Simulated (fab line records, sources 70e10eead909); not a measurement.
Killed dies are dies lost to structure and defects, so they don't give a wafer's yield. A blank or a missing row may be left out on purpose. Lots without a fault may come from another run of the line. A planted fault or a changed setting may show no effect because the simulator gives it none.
Which tool did it? | flow nand_harc | 10 lots, 30 wafers sampled, at 7 steps of a route of 1159

WHAT THE GAUGES READ, wafer by wafer
NHARC_A_ZERO_WELL_INSPECT_17.
lot  | measured     | on                | raw_defect_count
L328 | day 6 09:15  | defect_inspect-01 | 6 8 18
L330 | day 7 07:12  | defect_inspect-02 | 3 5 11
L331 | day 7 13:25  | defect_inspect-01 | 2 18 8
L342 | day 9 19:57  | defect_inspect-02 | 9 15 12
L339 | day 9 20:48  | defect_inspect-02 | 8 4 19
L341 | day 9 23:04  | defect_inspect-02 | 4 8 15
L344 | day 10 15:31 | defect_inspect-02 | 12 11 13
L347 | day 11 06:01 | defect_inspect-01 | 10 14 12
L350 | day 12 11:50 | defect_inspect-01 | 4 6 10
L351 | day 12 12:19 | defect_inspect-02 | 11 3 7

NHARC_A_CHANNEL_HOLE_D1_CD_MEAS_30.
lot  | measured     | on        | cd_nm (nm)
L328 | day 8 12:12  | cd_sem-01 | 91.1 89.8 93.5
L330 | day 9 03:13  | cd_sem-01 | 88.4 89.6 91.0
L331 | day 9 08:56  | cd_sem-01 | 88.1 90.7 92.5
L342 | day 11 21:31 | cd_sem-02 | -1.1 1.6 1.4
L339 | day 11 21:13 | cd_sem-02 | 0.8 1.0 1.6
L341 | day 11 17:06 | cd_sem-03 | 87.6 92.5 87.7
L344 | day 12 10:42 | cd_sem-03 | 86.9 86.3 86.9
L347 | day 13 03:20 | cd_sem-02 | 92.2 88.0 91.2
L350 | day 14 09:37 | cd_sem-03 | 90.4 88.2 88.5
L351 | day 14 13:49 | cd_sem-01 | 92.6 87.7 88.4

NHARC_END_SORT_01.
lot  | measured     | on        | killed_at_array | killed_at_other | killed_at_periphery | killed_dies | killed_open | killed_short
L342 | day 23 07:10 | prober-02 | 674 675 676     | 1 1 0           | 2 1 1               | 677 677 677 | 4 2 7       | 1 1 2
L339 | day 23 06:19 | prober-01 | 672 675 673     | 0 0 0           | 5 2 4               | 677 677 677 | 3 4 1       | 2 4 0

WHICH TOOL RAN EACH LOT (tool, then ch and the chambers of the sampled wafers, then the start)
lot  | NHARC_A_CHANNEL_HOLE_D1_ETCH_20  | NHARC_A_CHANNEL_HOLE_D1_ETCH_22  | NHARC_A_CHANNEL_HOLE_D1_STRIP_27              | NHARC_A_CHANNEL_HOLE_D1_XSEM_31
L328 | har_etch-01 ch 0,1, day 8 06:52  | har_etch-01 ch 0,1, day 8 07:40  | rie_diel-02 ch 0,1, day 8 12:12 or earlier    | xsem-02 ch 0, day 8 12:17
L330 | har_etch-01 ch 0,1, day 8 21:56  | har_etch-01 ch 0,1, day 8 22:50  | rie_diel-02 ch 1,2,3, day 9 03:13 or earlier  | xsem-02 ch 0, day 9 03:18
L331 | har_etch-01 ch 0,1, day 9 03:34  | har_etch-01 ch 0,1, day 9 04:22  | rie_diel-02 ch 0,3, day 9 08:56 or earlier    | xsem-01 ch 0, day 9 09:02
L342 | har_etch-01 ch 0,1, day 11 16:06 | har_etch-01 ch 0,1, day 11 16:52 | rie_diel-02 ch 0,2, day 11 21:31 or earlier   | xsem-01 ch 0, day 11 21:37
L339 | har_etch-02 ch 0,1, day 11 15:49 | har_etch-02 ch 0,1, day 11 16:34 | rie_diel-08 ch 0,2,3, day 11 21:13 or earlier | xsem-02 ch 0, day 11 21:19
L341 | har_etch-02 ch 1, day 11 11:38   | har_etch-02 ch 1, day 11 12:24   | rie_diel-02 ch 1,2,3, day 11 17:06 or earlier | xsem-02 ch 0, day 11 17:11
L344 | har_etch-02 ch 0,1, day 12 05:19 | har_etch-02 ch 0,1, day 12 06:07 | rie_diel-08 ch 0,1, day 12 10:42 or earlier   | xsem-02 ch 0, day 12 10:47
L347 | har_etch-01 ch 0,1, day 12 21:49 | har_etch-01 ch 0,1, day 12 22:37 | rie_diel-10 ch 0,3, day 13 03:20 or earlier   | xsem-01 ch 0, day 13 03:25
L350 | har_etch-02 ch 0,1, day 14 04:13 | har_etch-02 ch 0,1, day 14 04:58 | rie_diel-08 ch 0,2,3, day 14 09:37 or earlier | xsem-01 ch 0, day 14 09:42
L351 | har_etch-02 ch 0,1, day 14 08:29 | har_etch-02 ch 0,1, day 14 09:20 | rie_diel-02 ch 0,1,2, day 14 13:49 or earlier | xsem-02 ch 0, day 14 13:54
- NHARC_A_CHANNEL_HOLE_D1_ETCH_20: etches the open film in C4F8/O2/Ar, time 361.9 s, target depth 1600 nm.
- NHARC_A_CHANNEL_HOLE_D1_ETCH_22: etches the open film in C4F8/O2/Ar, time 666.7 s, target depth 1600 nm.
- NHARC_A_CHANNEL_HOLE_D1_STRIP_27: strips in O2.
- NHARC_A_CHANNEL_HOLE_D1_XSEM_31

WHAT THE TOOLS THEMSELVES READ (means of the sampled wafers that have a number; where no wafer has one, the mark that the record gives instead)
NHARC_A_CHANNEL_HOLE_D1_ETCH_20.
lot  | tool        | c4f8_flow_sccm (sccm) | chamber_pressure_mTorr (mTorr) | drypump_motor_current_A (A) | mfc_ar_sccm (sccm) | showerhead_plenum_p_Torr (Torr) | throttle_valve_pct (%)
L328 | har_etch-01 | 89.44                 | 19.989                         | 6.0                         | 374.0              | 3.73                            | 32.152
L330 | har_etch-01 | 89.10                 | 19.996                         | 6.0                         | 374.8              | 3.73                            | 32.161
L331 | har_etch-01 | 89.33                 | 20.007                         | 6.3                         | 374.8              | 3.64                            | 32.149
L342 | har_etch-01 | -                     | -                              | -                           | -                  | -                               | -
L339 | har_etch-02 | -                     | -                              | -                           | -                  | -                               | -
L341 | har_etch-02 | 89.46                 | 20.014                         | 5.6                         | 375.2              | 3.86                            | 32.150
L344 | har_etch-02 | 89.47                 | 19.992                         | 5.7                         | 375.2              | 3.74                            | 32.156
L347 | har_etch-01 | 89.33                 | 20.004                         | 6.0                         | 375.1              | 3.70                            | 32.143
L350 | har_etch-02 | 89.38                 | 19.991                         | 5.7                         | 374.1              | 3.73                            | 32.150
L351 | har_etch-02 | 89.10                 | 20.010                         | 5.7                         | 375.9              | 3.73                            | 32.165

NHARC_A_CHANNEL_HOLE_D1_ETCH_22.
lot  | tool        | c4f8_flow_sccm (sccm) | chamber_pressure_mTorr (mTorr) | drypump_motor_current_A (A) | mfc_ar_sccm (sccm) | showerhead_plenum_p_Torr (Torr) | throttle_valve_pct (%)
L328 | har_etch-01 | 89.22                 | 20.001                         | 6.0                         | 374.6              | 3.73                            | 32.161
L330 | har_etch-01 | 89.13                 | 19.995                         | 6.0                         | 375.5              | 3.73                            | 32.145
L331 | har_etch-01 | 89.18                 | 20.026                         | 6.3                         | 375.2              | 3.64                            | 32.150
L342 | har_etch-01 | 89.23                 | 19.996                         | 6.3                         | 375.8              | 3.63                            | 32.156
L339 | har_etch-02 | 89.38                 | 20.013                         | 5.7                         | 375.5              | 3.74                            | 32.159
L341 | har_etch-02 | 88.95                 | 19.998                         | 5.6                         | 375.5              | 3.86                            | 32.157
L344 | har_etch-02 | 89.42                 | 20.000                         | 5.7                         | 374.7              | 3.74                            | 32.156
L347 | har_etch-01 | 89.14                 | 20.021                         | 6.0                         | 374.6              | 3.70                            | 32.151
L350 | har_etch-02 | 89.41                 | 19.990                         | 5.7                         | 375.2              | 3.73                            | 32.159
L351 | har_etch-02 | 89.29                 | 20.020                         | 5.7                         | 374.3              | 3.73                            | 32.157

NHARC_A_CHANNEL_HOLE_D1_STRIP_27.
lot  | tool        | drypump_motor_current_A (A) | mfc_ar_sccm (sccm) | oes_product_au (a.u.) | rf_vpp_V (V) | showerhead_plenum_p_Torr (Torr) | throttle_valve_pct (%)
L328 | rie_diel-02 | 5.7                         | 0.012              | 1.010                 | 58.9         | 3.59                            | 17.026
L330 | rie_diel-02 | 6.1                         | 0.025              | 0.994                 | 58.3         | 3.60                            | 17.035
L331 | rie_diel-02 | 5.8                         | 0.000              | 1.007                 | 58.3         | 3.49                            | 17.040
L342 | rie_diel-02 | 5.7                         | 0.013              | 0.989                 | 58.5         | 3.59                            | 17.032
L339 | rie_diel-08 | 5.3                         | 0.006              | 1.000                 | 58.6         | 3.61                            | 17.029
L341 | rie_diel-02 | 6.1                         | 0.025              | 0.993                 | 57.8         | 3.60                            | 17.027
L344 | rie_diel-08 | 5.5                         | 0.011              | 0.983                 | 58.0         | 3.52                            | 17.037
L347 | rie_diel-10 | 5.8                         | 0.014              | 0.987                 | 58.6         | 3.58                            | 17.039
L350 | rie_diel-08 | 5.3                         | 0.006              | 0.986                 | 58.7         | 3.61                            | 17.025
L351 | rie_diel-02 | 5.9                         | 0.025              | 0.994                 | 59.2         | 3.63                            | 17.035

NHARC_A_CHANNEL_HOLE_D1_XSEM_31.
lot  | tool    | bot_cd_nm (nm) | bow_nm (nm) | tilt_deg (degrees)
L328 | xsem-02 | 76.4           | 8.4         | 0.04
L330 | xsem-02 | 74.1           | 9.3         | 0.06
L331 | xsem-01 | 74.0           | 8.7         | 0.12
L342 | xsem-01 | 1.3            | 0.6         | 0.06
L339 | xsem-02 | 0.8            | 0.8         | 0.01
L341 | xsem-02 | 73.7           | 8.4         | 0.07
L344 | xsem-02 | 70.9           | 8.5         | 0.12
L347 | xsem-01 | 74.6           | 8.3         | 0.08
L350 | xsem-01 | 73.5           | 8.7         | 0.19
L351 | xsem-02 | 73.3           | 8.5         | 0.16

THE ANSWER, worked out from the rows above alone
Rule: what is usual is taken from the lots themselves. Put in order of their means at a reading, lots are off if they are a third of the lots or fewer, leave a main group of 4 or more, and stand apart from it by a gap of 3 or more times the standard deviation of the main group's means; of several such gaps the widest counts. A main group whose means are all the same, to the digits that the tables above print for the reading, isn't used. A lot without any number at a reading at which 4 lots or more have one is off too. The other lots that the step has rows for count as sound. The gauges are gone through in route order, then the tools' own readings, and for those a lot's mean is taken as printed above. The first step at which some lot is off is used, and at that step the reading that is off furthest; a lot without a number counts as furthest.
Off: L342, L339, at NHARC_A_CHANNEL_HOLE_D1_CD_MEAS_30 (cd_nm). The main group: mean 89.6 nm, standard deviation 1.3.
A tool fits if, at a process step before that reading, it ran every lot that is off, and no sound lot after the first of them. The gauges at NHARC_A_CHANNEL_HOLE_D1_CD_MEAS_30 aren't tried: what is off there is off at NHARC_A_CHANNEL_HOLE_D1_ETCH_20 too, on other tools, and a gauge's error can't cause that. NHARC_A_CHANNEL_HOLE_D1_STRIP_27 gives no start for some lots, so the hours and the order of its lots are those of NHARC_A_CHANNEL_HOLE_D1_CD_MEAS_30. None of those tried fits.

WHAT THE SIMULATOR HAD PUT IN
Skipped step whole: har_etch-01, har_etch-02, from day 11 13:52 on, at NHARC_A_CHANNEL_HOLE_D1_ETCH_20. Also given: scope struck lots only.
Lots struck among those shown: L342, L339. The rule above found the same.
